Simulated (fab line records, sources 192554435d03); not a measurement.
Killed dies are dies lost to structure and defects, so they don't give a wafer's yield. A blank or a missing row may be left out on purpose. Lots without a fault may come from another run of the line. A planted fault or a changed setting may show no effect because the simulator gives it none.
fab line records | flow n5_finfet
record lots=4 wafers=12 last_day=20
route steps=1938 shown SD_EPI_N@276 SD_EPI_P@295 SD_ACTIVATION@332 MOL_CONTACT_COAG@537 BEOL_M4@1111
lots that met no fault: from a run of the same line without faults
start_h: hours from the record's first day to the start of the lot's first wafer shown | wait_h: hours since the lot's step before | " the same as in the row above | L1.1+2: a row that stands for several wafers | - no value, or no start given | * or withheld: withheld | < > ~ a bound
route shown NAME@n: a module of which the file shows steps, and the number in the route of the first | usual: mean/standard deviation of fault-free wafers | same: alike in all rows | chamber/n: place in a boat | sites: the reading at each site | _std_site: their standard deviation | _edge_site: outer sites' mean less inner sites' | radius_mm: how far each site lies from the wafer's centre | mask NAME#n: copy n | behind: the tool/chamber that last shaped the wafer | hold: why the lot was held/for how many hours/how that ended | device: the transistor (n, p or np) that didn't switch | end of line: the same wafers' tests at the end of the route | a step without rows: its recipe alone | killed: dies lost to structure and defects at the first sort, not the wafer's yield | map: a wafer's dies, x killed, . not, _ none there
set.NAME: the setting as run; set.NAME@STEP: as run at that earlier step | model.NAME: the simulator's own value behind a step, which no gauge read
lots at some steps of the route; a table a step, a row a wafer
services: from which hour (start_h, from the record's first day; less than 0 if before it) a tool's chamber was out of use, for how many hours, and why
## steps
# step N5_SD_EPI_N_STRIP_36
# recipe chemistry=N2/H2 temp_c=40 n2_flow_sccm=200 h2_flow_sccm=200 rf_frequency_hz=6e+07
# step N5_SD_EPI_N_ETCHBACK_44
# recipe chemistry=CH3F/O2 mode=anisotropic_etchback target=SiNx target_depth_a=145 stop_on=SiO2 over_etch_frac=0.3 ion_energy_ev=120 pressure_mtorr=30 source_w=395 bias_w=73 Ar_flow_sccm=150 CH3F_flow_sccm=30 O2_flow_sccm=20
# step N5_SD_EPI_N_ETCH_45
# recipe chemistry=CH3F/O2 target=SiOCN target_depth_a=60 mask_material=SOC ion_energy_ev=60 bias_w=29 pressure_mtorr=15 source_w=410 Ar_flow_sccm=150 CH3F_flow_sccm=30 O2_flow_sccm=20
# step N5_SD_EPI_N_ETCH_16
# recipe chemistry=CHF3/O2 target=SiO2 target_depth_a=50 mask_material=SOC pressure_mtorr=30 source_w=650 bias_w=170 Ar_flow_sccm=200 CHF3_flow_sccm=50 O2_flow_sccm=5 ion_energy_ev=200
# step N5_SD_EPI_N_STRIP_47
# recipe chemistry=CHF3/O2 resist=SiARC rf_frequency_hz=6e+07
# step N5_SD_EPI_N_SD_RECESS_17
# recipe chemistry=HBr/Cl2/O2 target_depth_a=410 mask_material=SOC time_s=23.7 bt_time_s=3 pressure_mtorr=10 icp_w=800 bias_w=112 HBr_flow_sccm=150 Cl2_flow_sccm=80 O2_flow_sccm=12
# step N5_SD_EPI_N_STRIP_38
# recipe chemistry=N2/H2 power_w=1000 temp_c=250 h2_frac=0.65 overash_fraction=0.3 pressure_mtorr=withheld n2_flow_sccm=1750 h2_flow_sccm=3250
# step N5_SD_EPI_N_WET_ETCH_43
# recipe chemistry=dHF dilution=withheld time_s=14 target=SiO2 target_depth_a=15 temp_c=25
# step N5_SD_EPI_N_STRIP_18
# recipe chemistry=SPM time_s=750 temp_c=130 h2so4_h2o2_vol_ratio=4
# step N5_SD_EPI_N_SRD_20
# recipe dry=ipa_marangoni do_ppb=5 time_s=30 temp_c=23 rinse_liquid=diw
# step N5_SD_EPI_N_PRECLEAN_48
# recipe chemistry=NF3:NH3 afs_cycles=2 temp_c=30 time_s=20 sublimation_temp_c=180 sublimation_time_s=60 pressure_torr=3 rf_power_w=30
# step N5_SD_EPI_N_VAPOR_ETCH_50
# recipe chemistry=HCl target=Si temp_c=775 time_s=54 pressure_torr=20 mode=isotropic
# step N5_SD_EPI_N_EPI_21
# recipe material=Si:P dopant=P temp_c=680 pressure_torr=255 time_s=690
# usual epi_growth_time_s=690/0
# columns lot.wafer tool chamber start_h wait_h epi_growth_time_s model.Si-P_of_SD_EPI_N_EPI_21.thk_nm
L276.1 epi_rpcvd-03 0 63.08 0.1 690 59.2
L276.3 " 0 " " 690 59
L276.5 " 0 " " 690 58.4
L289.3 epi_rpcvd-04 0 140.44 0.7 690 59.4
L289.5 " 0 " " 690 59.4
L289.6 " 0 " " 690 59.6
L290.1 epi_rpcvd-03 0 147.52 0.1 745 63
L290.2 " 0 " " 690 59.2
L290.5 " 0 " " 745 61.6
L291.1 epi_rpcvd-03 0 153.53 0.1 745 62.4
L291.2 " 0 " " 690 59.4
L291.6 " 0 154.93 1.4 690 59
# step N5_SD_EPI_N_EPI_MEAS_23
# recipe mode=xrd
# usual thk_nm=59.1/1.3
# columns lot.wafer tool chamber start_h wait_h thk_nm
L276.1 film_metro-02 - 64.79 1.4 59.4
L276.3 " - " " 60.2
L276.5 " - " " 59.3
L289.3 film_metro-01 - 141.60 0.9 59.5
L289.5 " - " " 58.6
L289.6 " - " " 59.3
L290.1 film_metro-01 - 149.24 1.4 65.7
L290.2 " - " " 58.5
L290.5 " - " " 61.4
L291.1 film_metro-01 - 155.27 1.5 62.7
L291.2 " - " " 57.1
L291.6 " - " " 59.1
# step N5_SD_EPI_N_PRECLEAN_24
# recipe chemistry=O3/DIW time_s=60 temp_c=22 o3_ppm=10
# step N5_SD_EPI_N_SRD_25
# recipe time_s=30 temp_c=23 rinse_liquid=diw dry=ipa_marangoni
# step N5_SD_EPI_N_PRECLEAN_49
# recipe chemistry=NF3:NH3 afs_cycles=1 temp_c=30 time_s=20 sublimation_temp_c=180 sublimation_time_s=60 pressure_torr=3 rf_power_w=30
# step N5_SD_EPI_N_LINER_46
# recipe material=SiNx target_thk_a=30 temp_c=400 ald_precursor_family=SiH2I2 ald_co_reactant=N2/H2-plasma pressure_torr=2
# step N5_SD_EPI_P_COAT_34
# recipe resist=SOC temp_c=250 time_s=60 spin_rpm=1500 resist_thk_nm=350
# step N5_SD_EPI_P_COAT_35
# recipe resist=SiARC temp_c=220 time_s=60 spin_rpm=1500 resist_thk_nm=35
# step N5_SD_EPI_P_COAT_03
# recipe resist=CAR-ArF-block spin_rpm=1500 resist_thk_nm=150
# step N5_SD_EPI_P_EBR_05
# recipe solvent=PGMEA ebr_width_mm=1.5
# step N5_SD_EPI_P_SOFTBAKE_04
# recipe temp_c=110 time_s=60 resist=CAR-ArF-block
# step N5_SD_EPI_P_EXPOSE_06
# recipe mask_id=SD_P_BLK na=1.35 source_shape=conventional sigma_outer=0.8 polarization=unpolarized target_cd_nm=240 dose_mj=39.5
# step N5_SD_EPI_P_PEB_07
# recipe peb_temp_c=110 peb_time_s=60 resist=CAR-ArF-block
# step N5_SD_EPI_P_DEVELOP_08
# recipe develop_time_s=30 developer=TMAH resist=CAR-ArF-block dev_temp_c=23 rinse_liquid=diw dry=air_spin
# step N5_SD_EPI_P_DESCUM_14
# recipe chemistry=O2 time_s=7.9 source_power_w=50 bias_power_w=20 pressure_mtorr=20 rf_frequency_hz=2.712e+07 temp_c=40 resist=CAR-ArF-block o2_flow_sccm=225
# step N5_SD_EPI_P_ETCH_36
# recipe chemistry=CF4 target=SiARC target_depth_a=455 mask_material=CAR-ArF-block time_s=75.8 ion_energy_ev=80 pressure_mtorr=40 source_w=545 bias_w=36 Ar_flow_sccm=100 cf4_flow_sccm=100 ends=cleared
# step N5_SD_EPI_P_ETCH_37
# recipe chemistry=N2/H2 target=SOC overetch_a=1080 mask_material=SiARC temp_c=40 ion_energy_ev=100 source_w=3000 bias_w=133 pressure_mtorr=20 time_s=486 n2_flow_sccm=200 h2_flow_sccm=200 ends=end_point
# step N5_SD_EPI_P_STRIP_38
# recipe chemistry=N2/H2 temp_c=40 n2_flow_sccm=200 h2_flow_sccm=200 rf_frequency_hz=6e+07
# step N5_SD_EPI_P_ETCHBACK_46
# recipe chemistry=CH3F/O2 mode=anisotropic_etchback target=SiNx target_depth_a=175 stop_on=SiO2 over_etch_frac=0.3 ion_energy_ev=120 pressure_mtorr=30 source_w=395 bias_w=73 Ar_flow_sccm=150 CH3F_flow_sccm=30 O2_flow_sccm=20
# step N5_SD_EPI_P_ETCH_47
# recipe chemistry=CH3F/O2 target=SiOCN target_depth_a=250 mask_material=SOC ion_energy_ev=60 bias_w=29 pressure_mtorr=30 source_w=410 Ar_flow_sccm=150 CH3F_flow_sccm=30 O2_flow_sccm=20
# step N5_SD_EPI_P_ETCH_16
# recipe chemistry=CHF3/O2 target=SiO2 target_depth_a=50 mask_material=SOC pressure_mtorr=30 source_w=650 bias_w=170 Ar_flow_sccm=200 CHF3_flow_sccm=50 O2_flow_sccm=5 ion_energy_ev=200
# step N5_SD_EPI_P_STRIP_50
# recipe chemistry=CHF3/O2 resist=SiARC rf_frequency_hz=6e+07
# step N5_SD_EPI_P_SD_RECESS_17
# recipe chemistry=HBr/Cl2/O2 target_depth_a=391 bt_time_s=3 pressure_mtorr=10 icp_w=800 bias_w=112 HBr_flow_sccm=150 Cl2_flow_sccm=80 O2_flow_sccm=12
# step N5_SD_EPI_P_WET_ETCH_45
# recipe chemistry=dHF dilution=withheld time_s=10.7 target=SiO2 target_depth_a=20 temp_c=25 dry=ipa_marangoni rinse_time_s=30 rinse_temp_c=23
# step N5_SD_EPI_P_STRIP_40
# recipe chemistry=N2/H2 power_w=1000 temp_c=250 h2_frac=0.65 overash_fraction=0.3 pressure_mtorr=withheld n2_flow_sccm=1750 h2_flow_sccm=3250
# step N5_SD_EPI_P_PRECLEAN_52
# recipe chemistry=O3/DIW time_s=60 temp_c=22 o3_ppm=10
# step N5_SD_ACTIVATION_RS_MEAS_03
# recipe thk_meas_gauge=four-point-probe
# usual RS_SD_N=21.89/0.27 RS_SD_P=56.1/0.87
# columns lot.wafer tool chamber start_h wait_h RS_SD_N[ohm/sq] RS_SD_P[ohm/sq]
L276.1 film_metro-02 - 69.98 0.2 21.88 56.9
L276.3 " - " " 22.03 55.3
L276.5 " - " " 22.07 56.4
L289.3 film_metro-01 - 146.97 0.2 21.66 57.7
L289.5 " - " " 21.45 56.6
L289.6 " - " " 21.75 56.7
L290.1 film_metro-01 - 155.54 0.2 20.39 57.2
L290.2 " - " " 21.56 57.5
L290.5 " - " " 20.90 56.1
L291.1 film_metro-02 - 160.49 0.2 20.74 55.4
L291.2 " - " " 21.85 55.8
L291.6 " - " " 21.97 54.2
# step N5_MOL_CONTACT_COAG_ETCH_15
# recipe chemistry=CH3F/O2 target=SiNx target_depth_a=70 mask_material=SOC stop_on=Si:P over_etch_frac=0.75 ion_energy_ev=120 pressure_mtorr=30 source_w=395 bias_w=73 Ar_flow_sccm=150 CH3F_flow_sccm=30 O2_flow_sccm=20
# usual chamber_pressure_mTorr=30.005/0.026 drypump_motor_current_A=5.69/0.2 oes_product_au=0.57/0.048 rf_vpp_V=298/11 showerhead_plenum_p_Torr=2.00/0.06 throttle_valve_pct=16.40/0.17
# columns lot.wafer tool chamber start_h wait_h chamber_pressure_mTorr drypump_motor_current_A oes_product_au rf_hours_counter_h rf_vpp_V showerhead_plenum_p_Torr throttle_valve_pct model.Si-P_of_SD_EPI_N_EPI_21.thk_nm
L276.1 rie_diel-03 1 98.62 0.0 30.006 5.78 0.60 83 282 1.95 16.46 58.4
L276.3 " 2 " " 29.974 5.93 0.57 145 297 2.08 16.37 58.2
L276.5 " 0 " " 30.035 5.53 0.53 - 285 1.99 16.34 57.6
L289.3 rie_diel-01 0 177.27 0.0 30.039 5.73 0.60 87 281 1.94 16.26 58.6
L289.5 " 0 " " 30.004 5.71 0.61 - 282 1.94 16.27 58.6
L289.6 " 1 " " 29.976 5.57 0.62 - 318 2.11 16.32 58.8
L290.1 rie_diel-03 2 186.36 0.0 30.017 5.98 0.55 172 299 2.07 16.43 62.2
L290.2 " 1 " " 30.004 5.77 0.58 111 285 1.94 16.50 58.4
L290.5 " 1 " " 29.971 5.77 0.58 - 282 1.94 16.51 60.8
L291.1 rie_diel-03 1 190.33 0.0 29.933 5.79 0.58 113 285 1.94 16.52 61.6
L291.2 " 0 " " 30.045 5.51 0.51 205 287 1.98 16.41 58.4
L291.6 " 3 " " 29.956 5.65 0.59 - 289 1.92 16.28 58.2
# step N5_BEOL_M4_RC_MEAS_101
# usual DIBL_N=36.1/2.3 DIBL_P=36/3.2 IOFF_N=0.16/0.045 IOFF_P=0.21/0.049 ION_N=674/14 ION_P=462/8.4 RS_SD_N=28.4/0.36 SS_N=71.6/0.83 SS_P=73.2/0.87 VT_N=249/3.8 VT_P=-250/3.4
# columns lot.wafer tool chamber start_h wait_h DIBL_N[mV/V] DIBL_P[mV/V] IOFF_N[nA/um] IOFF_P[nA/um] ION_N[uA/um] ION_P[uA/um] RS_SD_N[ohm/sq] SS_N[mV/dec] SS_P[mV/dec] VT_N[mV] VT_P[mV]
L276.1 prober-01 0 266.33 0.0 35.2 32 0.13 0.17 664 457 28.5 71.2 71.8 252 -253
L276.3 " 0 " " 40.8 40 0.25 0.30 681 466 28.6 73.4 74.0 246 -246
L276.5 " 0 " " 35.6 34 0.14 0.19 657 453 28.9 71.9 72.9 251 -250
L290.1 prober-01 0 329.43 0.0 38.8 39 0.21 0.25 687 463 26.5 72.1 74.5 247 -249
L290.2 " 0 " " 36.9 37 0.18 0.22 684 468 28.1 71.4 73.0 245 -251
L290.5 " 0 " " 35.9 35 0.16 0.19 678 459 26.9 71.5 73.4 249 -253
L289.3 prober-01 0 345.01 0.3 38.0 39 0.21 0.23 681 458 28.1 72.3 73.6 245 -250
L289.5 " 0 " " 40.4 42 0.27 0.27 700 467 28.2 72.8 74.4 240 -249
L289.6 " 0 " " 35.0 35 0.14 0.18 661 450 28.2 70.6 72.9 251 -252
L291.1 prober-01 0 354.89 0.0 36.6 38 0.16 0.21 667 455 27.3 72.2 73.6 249 -253
L291.2 " 0 " " 37.1 39 0.17 0.21 666 450 28.5 72.2 74.7 248 -253
L291.6 " 0 " " 36.1 38 0.17 0.19 683 466 28.6 72.7 73.5 247 -255
## services
# columns tool chamber start_h hours kind
rie_diel-01 0 54.23 13.5 repair
rie_diel-03 0 56.45 17.9 repair
epi_rpcvd-03 - 66.78 0.7 repair
epi_rpcvd-03 - 72.34 2.8 pm
rie_diel-03 3 73.73 36.7 repair
rie_diel-01 - 114.20 2.8 pm
rie_diel-03 2 115.16 18.1 repair
epi_rpcvd-03 - 186.99 1.9 repair
## key
first_sign step=N5_SD_EPI_N_EPI_21 reading=epi_growth_time_s direction=up sigmas=99+ usual=* struck=*
effect step=N5_SD_EPI_N_EPI_MEAS_23 reading=thk_nm direction=up sigmas=3.2 usual=* struck=*
effect step=N5_SD_ACTIVATION_RS_MEAS_03 reading=RS_SD_N direction=down sigmas=4.5 usual=21.89 struck=20.67
effect step=N5_BEOL_M4_RC_MEAS_101 reading=RS_SD_N direction=down sigmas=4.2 usual=28.4 struck=26.9
model_effect step=N5_SD_EPI_N_EPI_21 value=Si-P_of_SD_EPI_N_EPI_21.thk_nm without=59.13 struck=62.33
model_effect step=N5_MOL_CONTACT_COAG_ETCH_15 value=Si-P_of_SD_EPI_N_EPI_21.thk_nm without=58 struck=61.2
met_at N5_SD_EPI_N_EPI_21
struck_wafers L290.1,L290.5,L291.1
onset_between 63.08 147.52
fault kind=process_parameter_drift tool=epi_rpcvd-03 chamber=- onset_h=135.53 steps=N5_SD_EPI_N_EPI_21 channel=epi_growth_time_s offset=* shape=step end_h=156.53 scope=struck_wafers_only acts_in=* stated=*
